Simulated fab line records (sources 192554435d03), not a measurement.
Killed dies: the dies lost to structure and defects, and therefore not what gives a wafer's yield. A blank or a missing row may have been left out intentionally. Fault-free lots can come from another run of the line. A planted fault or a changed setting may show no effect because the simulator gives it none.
Chamber matching ; flow n5-finfet ; 4 sister chambers for N5_SDB_ALD_29 on ald-sin-04
The step deposits SiNx, target thk 30 nm, pulse time 1 s, ald cycles 600. 4 wafers are shown with their chamber, then 10 later ones without.

## WAFERS, EACH WITH ITS CHAMBER
wafer;chamber;heater-power-w (W)
L083.3;1;831
L083.6;3;808
L084.1;2;937
L084.3;0;768

## WAFERS WITH NO CHAMBER GIVEN
wafer;heater-power-w (W)
L084.5;815
L093.1;770
L093.3;843
L093.6;942
L094.1;774
L094.3;950
L094.4;816
L095.1;772
L095.3;920
L095.6;859

## WHICH CHAMBER EACH WENT THROUGH
wafer;from the rows above;in truth
L084.5;can't be placed: 3 or 1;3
L093.1;0;0
L093.3;can't be placed: 1 or 3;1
L093.6;2;2
L094.1;0;0
L094.3;2;2
L094.4;can't be placed: 3 or 1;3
L095.1;0;0
L095.3;2;2
L095.6;can't be placed: 1 or 3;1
Correctly placed: 6 of 10. Cannot be placed on the basis of these rows: 4; the candidates contain the true chamber in 4. Placed wrongly: 0.
How it was worked out, from the rows above alone: a wafer's distance from a chamber is the root of the sum, over the readings, of the square of ((its reading less the chamber's mean) divided by the reading's scatter). The wafer belongs to the nearest chamber; if the next one is less than 2 further off, it can't be placed. For every chamber, the mean is computed from those of its wafers that are shown. The scatter (one wafer shown for each chamber): square how far every hidden wafer sits from the nearest shown wafer, average those squares and take the square root.
